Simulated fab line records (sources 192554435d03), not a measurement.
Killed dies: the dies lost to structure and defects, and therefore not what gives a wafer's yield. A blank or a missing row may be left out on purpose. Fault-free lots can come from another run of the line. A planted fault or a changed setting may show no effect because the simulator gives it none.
fab line records	flow n5-finfet
record: lots: 24	wafers: 72	last-day: 18
route steps=1938 shown BEOL_M3@991 BEOL_M4@1021
lots that met no fault: from a run of the same line without faults
start-h: the number of hours between the record's first day and the start of the first shown wafer of the lot	wait-h: time in hours since the lot's previous step	" as in the row above	L1.1+2: a row that stands for several wafers	- value missing, or start not given	* or withheld: withheld	< > ~ a bound
route shown NAME@n: NAME is a module with steps in the file, n the number in the route of the first one	usual: mean and standard deviation over wafers with no fault	same: alike in all rows	chamber/n: place in a boat	sites: readings site by site	_std_site: the values' standard deviation	_edge_site: mean of outer sites minus mean of inner sites	radius-mm: for every site, how far away it sits from the centre of the wafer	mask NAME#n: copy n	behind: the tool/chamber that last shaped the wafer	hold: reason for holding the lot/hours on hold/outcome of the hold	device: the n, p or np transistor that did not switch	end of line: the same wafers' tests at the end of the route	a step with no rows: only its recipe	killed: not the wafer's yield, but the dies lost to structure and defects at the first sort	map: per-die view of a wafer (x killed, . not killed, _ where there is no die)
set.NAME: the setting as run; set.NAME@STEP: as run at that earlier step	model.NAME: the simulator's own value behind a step, which no gauge read
steps of the route over a sample of lots; a table a step, a row a wafer
services: from which hour (start-h, from the record's first day; less than 0 if before it) a tool's chamber was out of use, for how many hours, and why
== steps ==
step: N5_BEOL_M3_ALD_84
recipe: material: TaN	target-thk-a: *	temp-c: 275	ald-precursor-family: PDMAT	ald-co-reactant: NH3	pressure-torr: 3	carrier-flow-sccm: 1500	pulse-time-s: 2	purge-time-s: 3	co-reactant-purge-time-s: 2	co-reactant-pulse-time-s: 3	ald-cycles: 30	precursor-vessel-temp-c: 75	precursor-vessel-pressure-torr: 26.25	precursor-vessel-carrier-sccm: 1000
usual: heater-power-w: 413/49
same: purge-time-s: 3
lot.wafer	tool	chamber	start-h	wait-h	heater-power-w
L074.1	ald-metal-01	3	150.63	0.0	352
L074.4	"	2	"	"	416
L074.6	"	1	"	"	397
L075.3	ald-metal-01	0	155.83	0.0	436
L075.4	"	1	"	"	403
L075.5	"	0	"	"	427
L076.3	ald-metal-03	1	155.91	0.0	380
L076.4	"	3	"	"	348
L076.6	"	3	"	"	348
L077.3	ald-metal-02	0	168.14	0.0	400
L077.4	"	2	"	"	491
L077.6	"	0	"	"	414
L078.2	ald-metal-01	2	168.17	0.0	426
L078.4	"	1	"	"	416
L078.6	"	2	"	"	411
L079.1	ald-metal-01	1	176.26	0.1	417
L079.2	"	0	"	"	429
L079.4	"	3	"	"	343
L080.1	ald-metal-02	1	185.53	0.0	455
L080.3	"	2	"	"	491
L080.6	"	1	"	"	463
L083.1	ald-metal-02	0	205.77	0.0	399
L083.4	"	2	"	"	473
L083.5	"	1	"	"	464
L081.2	ald-metal-03	3	205.81	0.0	346
L081.4	"	0	"	"	423
L081.6	"	0	"	"	417
L082.1	ald-metal-02	0	209.07	0.0	416
L082.2	"	2	"	"	481
L082.6	"	0	"	"	411
L085.2	ald-metal-01	0	216.75	0.0	422
L085.4	"	1	"	"	416
L085.5	"	1	"	"	413
L084.3	ald-metal-03	0	220.28	0.0	428
L084.5	"	0	"	"	423
L084.6	"	1	"	"	375
L086.1	ald-metal-03	0	225.52	0.0	436
L086.3	"	1	"	"	369
L086.5	"	3	"	"	354
L087.3	ald-metal-03	0	234.36	0.0	445
L087.4	"	2	"	"	504
L087.6	"	3	"	"	347
L089.4	ald-metal-01	1	255.01	0.0	414
L089.5	"	3	"	"	342
L089.6	"	0	"	"	445
L090.1	ald-metal-01	3	270.78	0.0	349
L090.3	"	2	"	"	421
L090.5	"	2	"	"	430
L088.2	ald-metal-01	2	275.26	0.0	422
L088.5	"	0	"	"	428
L088.6	"	3	"	"	344
L091.1	ald-metal-03	3	279.29	0.0	348
L091.2	"	0	"	"	430
L091.3	"	2	"	"	504
L094.1	ald-metal-01	1	279.92	0.1	407
L094.4	"	0	"	"	434
L094.6	"	2	"	"	427
L093.2	ald-metal-02	0	284.46	0.0	407
L093.5	"	3	"	"	314
L093.6	"	2	"	"	493
L096.2	ald-metal-01	0	284.72	0.0	427
L096.4	"	3	"	"	347
L096.6	"	1	"	"	407
L092.3	ald-metal-03	1	287.66	0.0	363
L092.5	"	3	"	"	348
L092.6	"	2	"	"	516
L095.1	ald-metal-02	0	295.65	0.0	397
L095.3	"	2	"	"	479
L095.4	"	1	"	"	460
L097.1	ald-metal-01	3	308.29	0.0	344
L097.5	"	1	"	"	406
L097.6	"	0	"	"	433
step: N5_BEOL_M3_SPUTTER_86
recipe: material: Cu	target-thk-a: 45	temp-c: -20	chamber-pressure-pa: 0.07	power-w: withheld	time-s: 8.29
usual: throttle-valve-pct: 30.1/1.1
lot.wafer	tool	chamber	start-h	wait-h	throttle-valve-pct
L074.1	pvd-sputter-01	-	151.95	0.1	30.1
L074.4	"	-	"	"	32.0
L074.6	"	-	"	"	30.5
L075.3	pvd-sputter-02	-	156.98	0.1	28.1
L075.4	"	-	"	"	29.9
L075.5	"	-	"	"	28.4
L076.3	pvd-sputter-01	-	157.20	0.1	29.7
L076.4	"	-	"	"	31.8
L076.6	"	-	"	"	30.0
L077.3	pvd-sputter-02	-	169.28	0.1	31.9
L077.4	"	-	"	"	29.8
L077.6	"	-	"	"	28.3
L078.2	pvd-sputter-01	-	169.56	0.1	29.7
L078.4	"	-	"	"	31.9
L078.6	"	-	"	"	29.7
L079.1	pvd-sputter-03	-	177.51	0.1	31.5
L079.2	"	-	"	"	28.5
L079.4	"	-	"	"	30.0
L080.1	pvd-sputter-03	-	186.78	0.1	31.1
L080.3	"	-	"	"	28.8
L080.6	"	-	"	"	28.6
L083.1	pvd-sputter-03	-	206.88	0.1	30.3
L083.4	"	-	"	"	28.8
L083.5	"	-	"	"	28.8
L081.2	pvd-sputter-01	-	207.05	0.1	29.7
L081.4	"	-	"	"	30.2
L081.6	"	-	"	"	30.3
L082.1	pvd-sputter-03	-	211.98	0.1	28.5
L082.2	"	-	"	"	31.3
L082.6	"	-	"	"	31.4
L085.2	pvd-sputter-02	-	218.02	0.1	28.2
L085.4	"	-	"	"	31.9
L085.5	"	-	"	"	31.8
L084.3	pvd-sputter-03	-	221.73	0.1	29.8
L084.5	"	-	"	"	28.7
L084.6	"	-	"	"	30.0
L086.1	pvd-sputter-02	-	226.63	0.1	31.7
L086.3	"	-	"	"	30.1
L086.5	"	-	"	"	28.1
L087.3	pvd-sputter-03	-	235.51	0.1	30.2
L087.4	"	-	"	"	30.2
L087.6	"	-	"	"	28.5
L089.4	pvd-sputter-02	-	256.32	0.1	32.1
L089.5	"	-	"	"	31.7
L089.6	"	-	"	"	30.1
L090.1	pvd-sputter-01	-	271.96	0.1	29.7
L090.3	"	-	"	"	29.8
L090.5	"	-	"	"	31.7
L088.2	pvd-sputter-02	-	276.74	0.1	31.6
L088.5	"	-	"	"	29.6
L088.6	"	-	"	"	28.4
L091.1	pvd-sputter-03	-	280.50	0.1	30.2
L091.2	"	-	"	"	30.4
L091.3	"	-	"	"	28.5
L094.1	pvd-sputter-03	-	282.34	0.1	28.5
L094.4	"	-	"	"	30.1
L094.6	"	-	"	"	31.5
L093.2	pvd-sputter-01	-	285.70	0.1	32.0
L093.5	"	-	"	"	29.7
L093.6	"	-	"	"	31.6
L096.2	pvd-sputter-03	-	286.34	0.1	29.9
L096.4	"	-	"	"	28.8
L096.6	"	-	"	"	30.0
L092.3	pvd-sputter-02	-	289.05	0.1	29.8
L092.5	"	-	"	"	28.6
L092.6	"	-	"	"	29.7
L095.1	pvd-sputter-02	-	297.01	0.1	28.7
L095.3	"	-	"	"	29.9
L095.4	"	-	"	"	31.7
L097.1	pvd-sputter-02	-	309.49	0.1	28.5
L097.5	"	-	"	"	31.9
L097.6	"	-	"	"	29.9
step: N5_BEOL_M3_SPUTTER_88
recipe: material: Cu	target-thk-a: 45	temp-c: -20	chamber-pressure-pa: 0.07	power-w: withheld	time-s: 8.29
usual: throttle-valve-pct: 30.1/1
lot.wafer	tool	chamber	start-h	wait-h	throttle-valve-pct
L074.1	pvd-sputter-01	-	152.17	0.1	30.2
L074.4	"	-	"	"	31.6
L074.6	"	-	"	"	30.2
L075.3	pvd-sputter-02	-	157.20	0.1	28.4
L075.4	"	-	"	"	29.8
L075.5	"	-	"	"	28.4
L076.3	pvd-sputter-01	-	157.42	0.1	30.1
L076.4	"	-	"	"	31.7
L076.6	"	-	"	"	29.9
L077.3	pvd-sputter-02	-	169.50	0.1	31.6
L077.4	"	-	"	"	29.8
L077.6	"	-	"	"	28.6
L078.2	pvd-sputter-01	-	169.78	0.1	29.7
L078.4	"	-	"	"	31.8
L078.6	"	-	"	"	29.8
L079.1	pvd-sputter-03	-	177.73	0.1	31.4
L079.2	"	-	"	"	28.5
L079.4	"	-	"	"	30.4
L080.1	pvd-sputter-03	-	187.00	0.1	31.4
L080.3	"	-	"	"	28.6
L080.6	"	-	"	"	28.6
L083.1	pvd-sputter-03	-	207.10	0.1	30.0
L083.4	"	-	"	"	28.8
L083.5	"	-	"	"	28.6
L081.2	pvd-sputter-01	-	207.27	0.1	29.6
L081.4	"	-	"	"	30.1
L081.6	"	-	"	"	30.0
L082.1	pvd-sputter-03	-	212.20	0.1	28.8
L082.2	"	-	"	"	31.4
L082.6	"	-	"	"	31.4
L085.2	pvd-sputter-02	-	218.24	0.1	28.3
L085.4	"	-	"	"	31.8
L085.5	"	-	"	"	31.8
L084.3	pvd-sputter-03	-	221.95	0.1	30.1
L084.5	"	-	"	"	28.6
L084.6	"	-	"	"	30.0
L086.1	pvd-sputter-02	-	226.85	0.1	31.6
L086.3	"	-	"	"	29.7
L086.5	"	-	"	"	28.4
L087.3	pvd-sputter-03	-	235.73	0.1	30.0
L087.4	"	-	"	"	30.4
L087.6	"	-	"	"	28.6
L089.4	pvd-sputter-02	-	256.54	0.1	31.7
L089.5	"	-	"	"	31.9
L089.6	"	-	"	"	29.7
L090.1	pvd-sputter-01	-	272.18	0.1	29.9
L090.3	"	-	"	"	30.0
L090.5	"	-	"	"	31.9
L088.2	pvd-sputter-02	-	276.96	0.1	31.8
L088.5	"	-	"	"	29.9
L088.6	"	-	"	"	28.6
L091.1	pvd-sputter-03	-	280.72	0.1	29.9
L091.2	"	-	"	"	30.3
L091.3	"	-	"	"	28.8
L094.1	pvd-sputter-03	-	282.56	0.1	28.9
L094.4	"	-	"	"	30.2
L094.6	"	-	"	"	31.3
L093.2	pvd-sputter-01	-	285.92	0.1	31.9
L093.5	"	-	"	"	29.7
L093.6	"	-	"	"	31.6
L096.2	pvd-sputter-03	-	286.56	0.1	30.2
L096.4	"	-	"	"	28.8
L096.6	"	-	"	"	29.8
L092.3	pvd-sputter-02	-	289.28	0.1	29.9
L092.5	"	-	"	"	28.4
L092.6	"	-	"	"	29.6
L095.1	pvd-sputter-02	-	297.25	0.1	28.6
L095.3	"	-	"	"	29.8
L095.4	"	-	"	"	31.7
L097.1	pvd-sputter-02	-	309.71	0.1	28.3
L097.5	"	-	"	"	31.7
L097.6	"	-	"	"	29.7
step: N5_BEOL_M4_ILD_DEP_00
recipe: material: SiOC	target-thk-a: 790	temp-c: 350	precursor: DEMS/O2	pressure-torr: 5	rf-w: 500	time-s: 15.3
usual: heater-power-w: 469/83	showerhead-plenum-p-Torr: 5.697/0.016	throttle-valve-pct: 11.7/0.46
lot.wafer	tool	chamber	start-h	wait-h	heater-power-w	showerhead-plenum-p-Torr	throttle-valve-pct
L074.1	pecvd-02	2	154.16	0.0	555	5.667	11.8
L074.4	"	2	"	"	534	5.702	11.8
L074.6	"	0	"	"	428	5.676	11.1
L075.3	pecvd-01	2	159.19	0.0	539	5.697	12.3
L075.4	"	1	"	"	429	5.698	11.6
L075.5	"	0	"	"	531	5.715	11.7
L076.3	pecvd-02	0	159.42	0.0	401	5.675	11.2
L076.4	"	2	"	"	468	5.676	11.7
L076.6	"	1	"	"	646	5.706	12.5
L077.3	pecvd-01	1	172.26	0.0	410	5.674	11.5
L077.4	"	1	"	"	407	5.670	11.8
L077.6	"	0	"	"	479	5.719	11.6
L078.2	pecvd-04	1	172.40	0.0	448	5.707	11.2
L078.4	"	1	"	"	434	5.713	11.0
L078.6	"	2	"	"	494	5.694	11.4
L079.1	pecvd-01	2	179.99	0.0	555	5.701	12.7
L079.2	"	1	"	"	412	5.683	11.6
L079.4	"	2	"	"	547	5.713	12.7
L080.1	pecvd-01	1	189.11	0.0	401	5.683	11.5
L080.3	"	0	"	"	500	5.708	11.7
L080.6	"	0	"	"	492	5.706	11.9
L083.1	pecvd-04	2	209.36	0.0	457	5.704	11.7
L083.4	"	2	"	"	460	5.695	11.6
L083.5	"	1	"	"	414	5.710	11.1
L081.2	pecvd-02	2	209.46	0.0	550	5.678	11.6
L081.4	"	2	"	"	546	5.670	11.7
L081.6	"	1	"	"	601	5.704	11.9
L082.1	pecvd-01	0	214.19	0.0	559	5.712	12.0
L082.2	"	1	"	"	422	5.659	11.6
L082.6	"	0	"	"	547	5.720	11.6
L085.2	pecvd-04	1	220.24	0.0	440	5.707	10.9
L085.4	"	1	"	"	432	5.703	11.4
L085.5	"	0	"	"	350	5.721	12.2
L084.3	pecvd-02	0	223.96	0.0	385	5.679	11.2
L084.5	"	2	"	"	526	5.664	11.7
L084.6	"	0	"	"	382	5.697	11.1
L086.1	pecvd-02	0	228.93	0.0	358	5.688	11.2
L086.3	"	1	"	"	641	5.701	12.0
L086.5	"	0	"	"	364	5.684	10.8
L087.3	pecvd-01	0	237.72	0.0	478	5.707	12.0
L087.4	"	1	"	"	422	5.664	11.5
L087.6	"	2	"	"	491	5.701	11.0
L089.4	pecvd-02	1	258.85	0.1	558	5.699	12.1
L089.5	"	0	"	"	445	5.684	11.1
L089.6	"	2	"	"	486	5.693	11.8
L090.1	pecvd-01	0	274.18	0.0	549	5.712	11.9
L090.3	"	2	"	"	497	5.696	10.6
L090.5	"	2	"	"	487	5.714	10.8
L088.2	pecvd-01	2	278.95	0.0	500	5.706	10.7
L088.5	"	2	"	"	515	5.701	10.8
L088.6	"	0	"	"	548	5.707	11.9
L091.1	pecvd-04	2	282.73	0.0	502	5.688	11.6
L091.2	"	1	"	"	403	5.700	11.1
L091.3	"	1	"	"	407	5.712	11.2
L094.1	pecvd-04	1	284.74	0.0	450	5.699	11.2
L094.4	"	2	"	"	471	5.680	11.9
L094.6	"	1	"	"	359	5.697	11.1
L093.2	pecvd-02	1	287.91	0.0	658	5.693	12.3
L093.5	"	0	"	"	407	5.687	10.9
L093.6	"	2	"	"	470	5.668	11.9
L096.2	pecvd-01	0	289.59	0.0	450	5.714	12.0
L096.4	"	1	"	"	442	5.672	11.4
L096.6	"	2	"	"	457	5.706	10.9
L092.3	pecvd-04	2	291.45	0.0	499	5.687	11.8
L092.5	"	0	"	"	335	5.729	12.3
L092.6	"	2	"	"	508	5.703	11.5
L095.1	pecvd-04	1	299.34	0.0	436	5.692	11.1
L095.3	"	2	"	"	500	5.703	11.7
L095.4	"	1	"	"	429	5.694	11.0
L097.1	pecvd-04	0	311.70	0.0	331	5.720	11.8
L097.5	"	1	"	"	434	5.703	11.3
L097.6	"	0	"	"	341	5.736	12.0
step: N5_BEOL_M4_CD_MEAS_11
recipe: target-cd-nm: 16.79	landing-energy-ev: 500	detector: se-inlens	polarity: opening
usual: cd-nm: 16.96/0.24
lot.wafer	tool	chamber	start-h	wait-h	cd-nm
L074.1	cd-sem-03	0	155.79	-	17.12
L074.4	"	0	"	"	17.05
L074.6	"	0	"	"	16.66
L075.3	cd-sem-01	0	160.56	-	17.24
L075.4	"	0	"	"	16.76
L075.5	"	0	"	"	17.04
L076.3	cd-sem-03	0	160.77	-	16.70
L076.4	"	0	"	"	17.10
L076.6	"	0	"	"	17.09
L077.3	cd-sem-01	0	175.12	-	16.74
L077.4	"	0	"	"	17.01
L077.6	"	0	"	"	17.23
L078.2	cd-sem-03	0	175.16	-	16.88
L078.4	"	0	"	"	17.16
L078.6	"	0	"	"	17.01
L079.1	cd-sem-03	0	180.90	-	17.05
L079.2	"	0	"	"	16.94
L079.4	"	0	"	"	16.71
L080.1	cd-sem-01	0	190.93	-	17.32
L080.3	"	0	"	"	16.94
L080.6	"	0	"	"	17.02
L083.1	cd-sem-03	0	211.41	-	16.59
L083.4	"	0	"	"	16.80
L083.5	"	0	"	"	17.44
L081.2	cd-sem-02	0	213.56	-	16.87
L081.4	"	0	"	"	17.12
L081.6	"	0	"	"	16.91
L082.1	cd-sem-02	0	214.92	-	16.70
L082.2	"	0	"	"	17.11
L082.6	"	0	"	"	16.51
L085.2	cd-sem-02	0	220.81	-	16.90
L085.4	"	0	"	"	16.99
L085.5	"	0	"	"	17.07
L084.3	cd-sem-03	0	225.34	-	17.29
L084.5	"	0	"	"	16.43
L084.6	"	0	"	"	17.01
L086.1	cd-sem-02	0	229.49	-	17.25
L086.3	"	0	"	"	16.75
L086.5	"	0	"	"	16.98
L087.3	cd-sem-01	0	238.77	-	17.35
L087.4	"	0	"	"	16.94
L087.6	"	0	"	"	17.11
L089.4	cd-sem-03	0	260.89	-	16.96
L089.5	"	0	"	"	16.78
L089.6	"	0	"	"	17.00
L090.1	cd-sem-01	0	275.58	-	16.93
L090.3	"	0	"	"	16.70
L090.5	"	0	"	"	17.19
L088.2	cd-sem-03	0	280.11	-	16.99
L088.5	"	0	"	"	17.05
L088.6	"	0	"	"	16.82
L091.1	cd-sem-02	0	284.68	-	16.65
L091.2	"	0	"	"	16.62
L091.3	"	0	"	"	17.08
L094.1	cd-sem-03	0	287.78	-	16.98
L094.4	"	0	"	"	17.13
L094.6	"	0	"	"	16.87
L093.2	cd-sem-02	0	288.50	-	16.98
L093.5	"	0	"	"	17.11
L093.6	"	0	"	"	17.04
L096.2	cd-sem-01	0	291.16	-	16.45
L096.4	"	0	"	"	16.41
L096.6	"	0	"	"	16.81
L092.3	cd-sem-02	0	293.13	-	16.64
L092.5	"	0	"	"	17.12
L092.6	"	0	"	"	17.10
L095.1	cd-sem-02	0	300.24	-	17.06
L095.3	"	0	"	"	17.13
L095.4	"	0	"	"	16.92
L097.1	cd-sem-02	0	313.57	-	16.45
L097.5	"	0	"	"	17.20
L097.6	"	0	"	"	17.04
step: N5_BEOL_M4_DESCUM_16
recipe: chemistry: O2	time-s: 7	source-power-w: 50	bias-power-w: 20	pressure-mtorr: 20	rf-frequency-hz: 2.712e+07	temp-c: 40	resist: CAR-EUV	o2-flow-sccm: 225
usual: drypump-motor-current-A: 5.7/0.58	oes-product-au: 0.73/0.053	rf-vpp-V: 242.7/1.3	showerhead-plenum-p-Torr: 2.07/0.068	throttle-valve-pct: 20.5/0.32
lot.wafer	tool	chamber	start-h	wait-h	drypump-motor-current-A	oes-product-au	rf-hours-counter-h	rf-vpp-V	showerhead-plenum-p-Torr	throttle-valve-pct
L074.1	rie-diel-06	3	157.15	1.3	5.0	0.73	172	240.8	2.02	20.1
L074.4	"	2	"	"	4.9	0.68	-	243.0	2.15	20.8
L074.6	"	1	"	"	5.5	0.70	-	239.7	2.00	20.9
L075.3	rie-diel-06	3	160.89	0.2	5.0	0.73	174	241.0	2.01	20.1
L075.4	"	1	"	"	5.5	0.70	184	241.5	2.00	20.9
L075.5	"	0	"	"	5.8	0.69	-	241.2	1.97	20.6
L076.3	rie-diel-05	0	161.02	0.2	6.4	0.83	94	244.3	2.10	20.3
L076.4	"	2	"	"	6.3	0.72	190	243.1	2.08	20.7
L076.6	"	1	"	"	6.7	0.77	-	242.6	2.11	20.1
L077.3	rie-diel-05	3	175.26	0.0	5.5	0.86	47	242.8	2.04	20.3
L077.4	"	2	"	"	6.3	0.72	-	242.7	2.08	20.8
L077.6	"	1	"	"	6.7	0.77	-	243.6	2.11	20.1
L078.2	rie-diel-05	2	175.49	0.2	6.3	0.71	197	243.7	2.08	20.8
L078.4	"	2	"	"	6.3	0.72	-	242.5	2.08	20.8
L078.6	"	1	"	"	6.7	0.76	-	243.1	2.11	20.1
L079.1	rie-diel-06	2	181.32	0.3	4.9	0.69	214	243.6	2.15	20.8
L079.2	"	1	"	"	5.5	0.70	192	242.1	2.00	20.9
L079.4	"	0	"	"	5.8	0.69	217	240.7	1.97	20.6
L080.1	rie-diel-06	1	191.38	0.4	5.5	0.70	195	241.8	1.99	20.9
L080.3	"	2	"	"	4.9	0.68	216	244.7	2.15	20.8
L080.6	"	1	"	"	5.5	0.70	-	242.4	1.99	20.9
L083.1	rie-diel-05	3	211.53	0.0	5.4	0.85	59	242.8	2.04	20.3
L083.4	"	1	"	"	6.7	0.76	124	243.2	2.11	20.1
L083.5	"	0	"	"	6.4	0.80	-	241.6	2.09	20.3
L081.2	rie-diel-06	1	213.70	0.1	5.5	0.70	200	240.9	1.99	20.9
L081.4	"	2	"	"	4.9	0.68	221	245.2	2.15	20.9
L081.6	"	1	"	"	5.5	0.70	-	241.9	1.99	20.9
L082.1	rie-diel-02	2	215.07	0.1	6.1	0.77	123	242.9	2.10	20.4
L082.2	"	3	"	"	5.7	0.70	215	243.4	2.09	20.8
L082.6	"	2	"	"	6.1	0.78	-	242.7	2.10	20.4
L085.2	rie-diel-06	0	220.95	0.0	5.8	0.69	229	241.8	1.96	20.6
L085.4	"	1	"	"	5.5	0.69	203	241.0	1.99	20.9
L085.5	"	3	"	"	5.0	0.71	-	241.1	2.01	20.1
L084.3	rie-diel-02	2	225.46	0.0	6.1	0.77	126	245.4	2.09	20.4
L084.5	"	3	"	"	5.7	0.71	-	243.8	2.09	20.8
L084.6	"	2	"	"	6.1	0.77	-	243.9	2.09	20.4
L086.1	rie-diel-06	0	229.70	0.1	5.8	0.68	232	241.3	1.96	20.6
L086.3	"	1	"	"	5.5	0.69	206	242.7	1.99	20.9
L086.5	"	1	"	"	5.4	0.69	-	242.3	1.99	20.9
L087.3	rie-diel-02	1	238.90	0.0	6.7	0.81	100	243.9	2.19	20.1
L087.4	"	2	"	"	6.1	0.76	131	242.6	2.09	20.4
L087.6	"	1	"	"	6.7	0.81	-	245.1	2.19	20.1
L089.4	rie-diel-02	2	261.01	0.0	6.1	0.75	140	243.7	2.09	20.4
L089.5	"	1	"	"	6.7	0.80	-	245.0	2.19	20.1
L089.6	"	0	"	"	5.7	0.76	-	241.7	2.08	20.5
L090.1	rie-diel-02	1	275.70	0.0	6.7	0.79	113	244.3	2.19	20.1
L090.3	"	3	"	"	5.7	0.69	236	242.5	2.08	20.8
L090.5	"	2	"	"	6.1	0.75	-	242.5	2.09	20.4
L088.2	rie-diel-06	2	280.23	0.0	4.9	0.66	243	242.8	2.14	20.9
L088.5	"	3	"	"	5.0	0.70	-	240.7	2.00	20.1
L088.6	"	2	"	"	4.9	0.66	-	242.3	2.14	20.9
L091.1	rie-diel-06	0	284.81	0.0	5.7	0.67	249	241.1	1.95	20.6
L091.2	"	3	"	"	5.0	0.70	210	242.4	2.00	20.1
L091.3	"	2	"	"	4.9	0.66	245	244.0	2.14	20.9
L094.1	rie-diel-02	3	287.91	0.0	5.7	0.69	240	241.1	2.08	20.8
L094.4	"	0	"	"	5.7	0.75	185	242.6	2.08	20.5
L094.6	"	3	"	"	5.7	0.70	-	242.5	2.08	20.8
L093.2	rie-diel-02	0	288.62	0.0	5.7	0.76	185	244.2	2.08	20.6
L093.5	"	3	"	"	5.7	0.69	-	242.8	2.08	20.8
L093.6	"	2	"	"	6.1	0.75	-	244.9	2.09	20.4
L096.2	rie-diel-06	2	291.28	0.0	4.9	0.66	247	243.0	2.14	20.9
L096.4	"	3	"	"	5.0	0.70	-	242.9	2.00	20.1
L096.6	"	1	"	"	5.5	0.66	-	239.1	1.98	21.0
L092.3	rie-diel-06	3	293.32	0.1	5.0	0.70	213	241.2	2.00	20.1
L092.5	"	1	"	"	5.5	0.66	-	241.5	1.98	20.9
L092.6	"	3	"	"	5.0	0.70	-	241.7	2.00	20.1
L095.1	rie-diel-06	1	300.36	0.0	5.5	0.67	230	241.7	1.98	21.0
L095.3	"	3	"	"	5.0	0.70	216	242.3	2.00	20.2
L095.4	"	1	"	"	5.5	0.67	-	243.0	1.98	21.0
L097.1	rie-diel-02	1	313.69	0.0	6.7	0.78	126	243.8	2.18	20.1
L097.5	"	0	"	"	5.7	0.74	-	242.9	2.08	20.6
L097.6	"	3	"	"	5.7	0.68	-	241.2	2.08	20.8
== services ==
tool	chamber	start-h	hours	kind
rie-diel-06	0	138.95	18.3	repair
rie-diel-05	-	146.10	14.6	pm
rie-diel-05	0	161.45	14.5	repair
ald-metal-02	-	170.34	8.7	pm
pecvd-04	-	172.67	5.6	repair
rie-diel-05	2	176.47	4.3	repair
ald-metal-03	-	178.80	1.6	repair
ald-metal-02	3	181.73	24.7	repair
ald-metal-02	0	185.49	2.1	repair
pecvd-01	-	190.66	14.6	pm
pvd-sputter-02	-	197.53	7.5	repair
rie-diel-02	-	212.23	1.0	repair
ald-metal-01	-	223.77	0.7	repair
rie-diel-06	-	227.77	0.4	repair
rie-diel-05	3	229.94	6.9	repair
rie-diel-05	2	235.44	7.4	repair
rie-diel-05	-	260.09	1.4	repair
pecvd-04	0	281.77	3.5	repair
ald-metal-03	-	281.98	0.6	repair
pecvd-02	-	282.92	1.1	repair
rie-diel-06	0	287.51	-	clean
rie-diel-02	0	294.09	10.7	repair
pecvd-04	-	299.57	1.2	repair
rie-diel-06	1	306.01	2.9	repair
== key ==
fault none
